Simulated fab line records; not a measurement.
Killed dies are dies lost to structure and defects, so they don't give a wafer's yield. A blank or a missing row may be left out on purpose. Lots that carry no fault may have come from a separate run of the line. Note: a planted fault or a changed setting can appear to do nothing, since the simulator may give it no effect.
Chamber matching    flow n5Finfet    4 sister chambers for N5_STI_FIN_REVEAL_ALD_14 on aldSin-01
The step deposits Si3N4, target thk 3 nm. 4 wafers are shown with their chamber, then 12 later ones without.

== WAFERS, EACH WITH ITS CHAMBER ==
wafer   chamber  heaterPowerW (W)
L082.6  3        1150
L090.1  0        726
L090.2  2        762
L090.6  1        755

== WAFERS WHOSE CHAMBER IS MISSING ==
wafer   heaterPowerW (W)
L091.1  1172
L091.2  765
L091.3  784
L092.2  760
L092.3  1155
L092.6  728
L093.1  803
L093.2  738
L093.6  751
L095.2  1172
L095.3  751
L095.5  1213

== THE CHAMBER EACH PASSED THROUGH ==
wafer   from the rows above           in truth
L091.1  3                             3
L091.2  can't be placed: 2 or 1 or 0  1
L091.3  can't be placed: 2 or 1 or 0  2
L092.2  can't be placed: 2 or 1 or 0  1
L092.3  3                             3
L092.6  can't be placed: 0 or 1 or 2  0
L093.1  can't be placed: 2 or 1 or 0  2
L093.2  can't be placed: 0 or 1 or 2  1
L093.6  can't be placed: 1 or 2 or 0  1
L095.2  3                             3
L095.3  can't be placed: 1 or 2 or 0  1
L095.5  3                             3
Correct placement for 4 of the 12. From these rows, 8 cannot be placed; in 8 the true chamber is one of the candidates. Placed wrongly: 0.
How it was worked out, from the rows above alone: a wafer's distance from a chamber is the root of the sum, over the readings, of the square of ((its reading less the chamber's mean) divided by the reading's scatter). If the next closest chamber is less than 2 further off than the closest, the wafer can't be placed; otherwise it belongs to the closest. The mean given for a chamber averages the wafers shown for that chamber. The scatter: with one shown wafer a chamber, the root of the mean of the squares of how far each hidden wafer lies from its nearest shown one.
